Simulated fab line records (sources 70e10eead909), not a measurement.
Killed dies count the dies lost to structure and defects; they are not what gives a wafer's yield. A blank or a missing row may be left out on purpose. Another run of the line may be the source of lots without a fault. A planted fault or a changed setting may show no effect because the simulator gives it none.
Which tool did it?    flow nandHarc    30 wafers from 10 lots sampled at 7 of the route's 1302 steps

WHAT EACH GAUGE READ, for each wafer
NHARC_A_BONDPAD_CD_MEAS_09 targets a cd of 500 nm. Usual: cdNm at 499.9 nm, with a standard deviation of 1.4.
lot   measured      on        cdNm (nm)          flag
L793  day 25 14:23  cdSem-02  500.0 498.4 499.3  
L796  day 26 17:15  cdSem-01  499.0 498.9 499.1  
L798  day 27 19:04  cdSem-03  500.6 501.8 501.1  
L800  day 28 07:58  cdSem-03  498.2 498.9 498.5  
L802  day 29 02:22  cdSem-01  502.3 501.1 501.2  
L804  day 29 17:09  cdSem-01  499.2 498.7 498.9  
L803  day 30 12:36  cdSem-01  500.8 501.2 499.2  
L808  day 31 06:55  cdSem-02  498.6 499.1 499.3  
L809  day 31 20:17  cdSem-03  502.5 500.0 500.5  
L810  day 32 17:34  cdSem-02  499.2 499.4 499.1  

NHARC_A_BONDPAD_THK_MEAS_20: measures by xrf. Usual: thkNm at 169.7 nm, with a standard deviation of 1.5.
lot   measured      on            thkNm (nm)         flag
L793  day 25 17:23  filmMetro-01  170.3 169.0 169.9  
L796  day 26 19:50  filmMetro-02  170.4 168.8 169.3  
L798  day 27 21:38  filmMetro-01  168.6 170.8 170.8  
L800  day 28 10:30  filmMetro-02  166.8 167.4 168.9  
L802  day 29 05:10  filmMetro-01  166.9 170.6 167.9  
L804  day 29 19:49  filmMetro-01  401.2 399.4 394.3  OFF
L803  day 30 15:11  filmMetro-02  406.5 410.8 400.8  OFF
L808  day 31 09:48  filmMetro-02  168.4 170.0 171.3  
L809  day 31 23:15  filmMetro-01  171.1 172.1 171.3  
L810  day 32 20:10  filmMetro-02  168.5 171.2 168.5  

NHARC_A_BONDPAD_INSPECT_23. Usual: rawDefectCount at 545, with a standard deviation of 130.
lot   measured      on                rawDefectCount  flag
L793  day 25 17:35  defectInspect-01  347 536 669     
L796  day 26 20:02  defectInspect-01  823 555 568     
L798  day 27 21:52  defectInspect-02  754 599 564     
L800  day 28 10:43  defectInspect-02  459 529 462     
L802  day 29 05:23  defectInspect-01  459 502 413     
L804  day 29 20:02  defectInspect-01  3236 3227 3226  OFF
L803  day 30 15:23  defectInspect-02  3205 3349 3264  OFF
L808  day 31 10:02  defectInspect-02  767 650 449     
L809  day 31 23:27  defectInspect-01  515 459 432     
L810  day 32 20:24  defectInspect-01  368 426 349     

NHARC_END_SORT_01. Usual: defectLimitedYield 92.5 %, standard deviation 2.3; killedAtArray 46, standard deviation 15; killedAtOther 0.8, standard deviation 1.1; killedAtPeriphery 4.0, standard deviation 2.9; killedDies 50, standard deviation 15; killedOpen 3.2, standard deviation 1.8; killedShort 2.3, standard deviation 1.6; sort_bin_2_pct 2.7 %, standard deviation 1; sort_bin_3_pct 0.5 %, standard deviation 0.32; sort_bin_4_pct 4.2 %, standard deviation 1.3; sortNPass 627, standard deviation 15; sortRimYieldPct 87 %, standard deviation 4.7; sortYieldPct 92.5 %, standard deviation 2.3.
lot   measured      on         defectLimitedYield (%)  killedAtArray  killedAtOther  killedAtPeriphery  killedDies   killedOpen  killedShort  sort_bin_2_pct (%)  sort_bin_3_pct (%)  sort_bin_4_pct (%)  sortNPass    sortRimYieldPct (%)  sortYieldPct (%)  flag
L796  day 28 02:10  prober-02  89.1 89.8 90.5          63 64 57       3 0 3          8 5 4              74 69 64     0 3 5       4 2 6        4.3 4.6 3.0         1.2 0.3 0.6         5.5 5.3 5.9         603 608 613  81 80 85             89.1 89.8 90.5    
L800  day 29 21:22  prober-01  92.6 91.3 93.8          40 52 40       0 1 0          10 6 2             50 59 42     4 3 5       1 6 1        3.0 3.7 2.8         0.7 0.6 0.1         3.7 4.4 3.2         627 618 635  90 88 85             92.6 91.3 93.8    
L802  day 30 11:53  prober-02  94.4 91.7 90.5          36 55 59       0 1 1          2 0 4              38 56 64     5 3 3       5 0 2        2.2 2.7 3.4         0.3 0.9 0.6         3.1 4.7 5.5         639 621 613  89 86 80             94.4 91.7 90.5    
L804  day 31 01:12  prober-02  0 0 0                   669 671 673    0 2 0          8 4 4              677 677 677  3 0 4       2 3 5        2.2 2.5 2.1         93.4 93.2 92.3      4.4 4.3 5.6         0 0 0        0 0 0                0 0 0             OFF
L803  day 31 21:11  prober-01  0 0 0                   674 676 672    0 0 1          3 1 4              677 677 677  3 1 2       4 3 2        3.5 4.3 3.7         91.1 91.9 91.1      5.3 3.8 5.2         0 0 0        0 0 0                0 0 0             OFF
L809  day 33 09:38  prober-01  93.8 91.6 95.0          39 52 29       2 1 1          1 4 4              42 57 34     1 3 2       1 4 0        2.8 3.2 2.1         0.3 0.6 0.3         3.1 4.6 2.7         635 620 643  92 83 91             93.8 91.6 95.0    

WHICH TOOL RAN EACH LOT (tool, then ch and the chambers of the sampled wafers, then the start)
lot   NHARC_A_BONDPAD_DESCUM_11          NHARC_A_BONDPAD_ETCH_34            NHARC_A_BONDPAD_CMP_19
L793  rieDiel-06 ch 1,3, day 25 14:36    rieDiel-06 ch 0,1,3, day 25 14:41  cmp-03 ch 0,2,3, day 25 17:07
L796  rieDiel-06 ch 0,2, day 26 17:29    rieDiel-06 ch 2,3, day 26 17:34    cmp-03 ch 2,3, day 26 19:32
L798  rieDiel-06 ch 1,3, day 27 19:17    rieDiel-06 ch 0,2,3, day 27 19:23  cmp-01 ch 1,2,3, day 27 21:19
L800  rieDiel-03 ch 0,1,3, day 28 08:11  rieDiel-03 ch 0,1,3, day 28 08:16  cmp-02 ch 0,1, day 28 10:11
L802  rieDiel-10 ch 0,3, day 29 02:34    rieDiel-10 ch 0,1,3, day 29 02:40  cmp-02 ch 0,2,3, day 29 04:54
L804  rieDiel-06 ch 1,2, day 29 17:22    rieDiel-06 ch 2,3, day 29 17:28    cmp-03 ch 0,2,3, day 29 19:31
L803  rieDiel-06 ch 2,3, day 30 12:49    rieDiel-06 ch 1,2, day 30 12:55    cmp-02 ch 0,1, day 30 14:52
L808  rieDiel-10 ch 0,1,2, day 31 07:08  rieDiel-10 ch 1,2,3, day 31 07:13  cmp-01 ch 2,3, day 31 09:29
L809  rieDiel-03 ch 1,2, day 31 20:31    rieDiel-03 ch 1,2,3, day 31 20:37  cmp-03 ch 0,3, day 31 22:55
L810  rieDiel-06 ch 0,2,3, day 32 17:47  rieDiel-06 ch 0,1,2, day 32 17:52  cmp-01 ch 0,2,3, day 32 19:51
- NHARC_A_BONDPAD_DESCUM_11: chemistry O2, time 3 s.
- NHARC_A_BONDPAD_ETCH_34: etches the open film in N2/H2, target depth 60 nm, overetch 18 nm, time 65.91 s.
- NHARC_A_BONDPAD_CMP_19: polishes, t overpolish 30 s, cu recess touch 16 s, target thk 169.82 nm.

AS READ BY THE TOOLS THEMSELVES (means over the sampled wafers that have a number; for cases with no such wafer, the mark the record gives instead)
NHARC_A_BONDPAD_DESCUM_11. Usual: drypumpMotorCurrentA 5.7 A, standard deviation 0.37; oesProductAu 1.001 a.u., standard deviation 0.0071; rfVppV 57.7 V, standard deviation 0.94; showerheadPlenumPTorr 1.90 Torr, standard deviation 0.1; throttleValvePct 11.312 %, standard deviation 0.0091.
lot   tool        drypumpMotorCurrentA (A)  oesProductAu (a.u.)  rfVppV (V)  showerheadPlenumPTorr (Torr)  throttleValvePct (%)  flag
L793  rieDiel-06  5.5                       1.004                57.2        1.86                          11.301                
L796  rieDiel-06  5.9                       1.006                57.3        1.96                          11.306                
L798  rieDiel-06  5.5                       1.003                57.8        1.86                          11.320                
L800  rieDiel-03  6.1                       1.007                56.9        1.93                          11.317                
L802  rieDiel-10  5.6                       1.004                57.1        1.85                          11.315                
L804  rieDiel-06  5.9                       0.998                58.3        2.00                          11.322                
L803  rieDiel-06  5.7                       0.998                58.0        1.97                          11.305                
L808  rieDiel-10  5.7                       1.002                58.3        1.94                          11.302                
L809  rieDiel-03  6.1                       1.001                57.6        1.85                          11.315                
L810  rieDiel-06  5.6                       0.994                58.4        1.88                          11.310                

NHARC_A_BONDPAD_ETCH_34. Usual: drypumpMotorCurrentA 5.7 A, standard deviation 0.39; h2FlowSccm 150.0 sccm, standard deviation 0.5; n2FlowSccm 150.0 sccm, standard deviation 0.45; oesProductAu 1.001 a.u., standard deviation 0.0068; rfFwdPowerW 396.0 W, standard deviation 1.9; rfVppV 430 V, standard deviation 3.2; showerheadPlenumPTorr 2.02 Torr, standard deviation 0.11; throttleValvePct 14.172 %, standard deviation 0.0096.
lot   tool        drypumpMotorCurrentA (A)  h2FlowSccm (sccm)  n2FlowSccm (sccm)  oesProductAu (a.u.)  rfFwdPowerW (W)  rfVppV (V)  showerheadPlenumPTorr (Torr)  throttleValvePct (%)  flag
L793  rieDiel-06  5.5                       149.9              149.7              1.002                396.3            427         1.95                          14.176                
L796  rieDiel-06  5.5                       150.3              150.1              1.002                396.6            429         2.01                          14.174                
L798  rieDiel-06  5.6                       149.5              150.4              1.003                396.4            429         2.00                          14.169                
L800  rieDiel-03  6.1                       149.7              150.0              0.998                395.9            431         2.06                          14.172                
L802  rieDiel-10  5.8                       150.1              150.0              1.005                397.5            431         2.01                          14.165                
L804  rieDiel-06  5.7                       150.2              149.9              1.002                395.4            432         2.10                          14.167                
L803  rieDiel-06  5.8                       150.3              150.3              0.999                393.9            432         2.07                          14.177                
L808  rieDiel-10  6.0                       150.1              149.7              1.001                397.5            432         2.04                          14.175                
L809  rieDiel-03  6.2                       150.1              149.6              1.001                393.7            431         2.05                          14.168                
L810  rieDiel-06  5.8                       149.8              149.9              1.007                395.3            429         2.03                          14.176                

NHARC_A_BONDPAD_CMP_19. Usual: edgeZonePressureFrac 1.000, standard deviation 0.0048; motorCurrentA 12.2 A, standard deviation 0.97; overpolishRunS 29.999 s, standard deviation 0.009; retainingRingPressureFrac 0.999, standard deviation 0.005; slurryFlowMlMin 150.0, standard deviation 0.45.
lot   tool    edgeZonePressureFrac  motorCurrentA (A)  overpolishRunS (s)  retainingRingPressureFrac  slurryFlowMlMin  flag
L793  cmp-03  0.997                 11.6               30.007              1.000                      150.2            
L796  cmp-03  1.002                 10.9               30.003              1.000                      149.9            
L798  cmp-01  1.000                 12.3               29.996              0.999                      149.7            
L800  cmp-02  1.001                 12.1               30.004              0.995                      149.9            
L802  cmp-02  1.002                 12.0               30.002              0.998                      149.8            
L804  cmp-03  -                     -                  -                   -                          -                OFF
L803  cmp-02  -                     -                  -                   -                          -                OFF
L808  cmp-01  0.998                 12.2               30.001              0.996                      149.8            
L809  cmp-03  0.999                 11.4               30.009              0.997                      150.1            
L810  cmp-01  1.004                 12.3               29.995              1.002                      149.9            

THE ANSWER, worked out from the rows above alone
Rule: lot off if the mean of its wafers having a number is beyond 3 standard deviations from the usual mean. Also off: a lot with no number at a reading for which 4 or more lots have one. The other lots that the step has rows for count as sound. First the gauges in route order, then the tools' own readings, where a lot's mean is used as printed above. At the first step where some lot is off, the reading lying furthest off is the one used; lots without a number count as furthest.
Off at NHARC_A_BONDPAD_THK_MEAS_20 (thkNm): L804, L803.
A tool fits if, at a process step before that reading, it ran every lot that is off, and no sound lot after the first of them. The gauges at NHARC_A_BONDPAD_THK_MEAS_20 aren't tried: what is off there is off at NHARC_A_BONDPAD_INSPECT_23 too, on other tools, and a gauge's error can't cause that. Of those tried, none fits.

WHAT THE SIMULATOR HAD INSERTED
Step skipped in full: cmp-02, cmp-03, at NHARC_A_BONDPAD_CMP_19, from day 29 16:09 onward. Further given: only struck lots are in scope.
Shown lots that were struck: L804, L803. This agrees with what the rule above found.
